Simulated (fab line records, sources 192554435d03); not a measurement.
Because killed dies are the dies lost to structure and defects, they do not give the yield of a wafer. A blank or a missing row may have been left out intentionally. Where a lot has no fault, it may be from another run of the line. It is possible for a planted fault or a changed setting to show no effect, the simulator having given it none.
Matching of chambers ; flow n5-finfet ; N5_BEOL_M10_CMP_52 on cmp-02: 4 sister chambers
The step polishes, stops on SiCOH lowk, t overpolish 7 s, target thk 140 nm. 8 wafers are shown with their chamber, then 10 later ones without.

## EACH WAFER AND ITS CHAMBER
wafer;chamber;motor-current-A (A);time-to-endpoint-s (s)
L080.3;0;6.4;71
L079.1;0;5.9;75
L083.6;1;7.5;61
L084.3;2;6.0;63
L084.4;3;6.4;64
L084.6;3;6.1;63
L085.1;1;7.4;62
L085.3;2;5.8;65

## WAFERS MISSING THEIR CHAMBER
wafer;motor-current-A (A);time-to-endpoint-s (s)
L085.5;7.6;63
L091.2;7.3;61
L091.3;6.6;62
L091.5;6.0;69
L093.3;6.4;72
L093.5;6.4;64
L093.6;5.7;64
L095.2;7.2;65
L095.5;6.7;69
L095.6;7.3;65

## EACH ONE'S CHAMBER
wafer;from the rows above;in truth
L085.5;1;1
L091.2;1;1
L091.3;can't be placed: 3 or 2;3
L091.5;can't be placed: 0 or 2 or 3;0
L093.3;0;0
L093.5;can't be placed: 3 or 2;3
L093.6;can't be placed: 2 or 3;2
L095.2;1;1
L095.5;can't be placed: 0 or 3 or 2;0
L095.6;1;1
Placed correctly: 5 of 10. These rows do not allow placing 5 (true chamber among the candidates in 5). Placed wrongly: 0.
How it was worked out, from the rows above alone: a wafer's distance from a chamber is the root of the sum, over the readings, of the square of ((its reading less the chamber's mean) divided by the reading's scatter). The wafer belongs to the nearest chamber; if the next one is less than 2 further off, it can't be placed. For every chamber, the mean is computed from those of its wafers that are shown. The scatter: take each reading less its chamber's mean, square it, sum over the shown wafers, divide by the number of wafers less the number of chambers, and take the root.
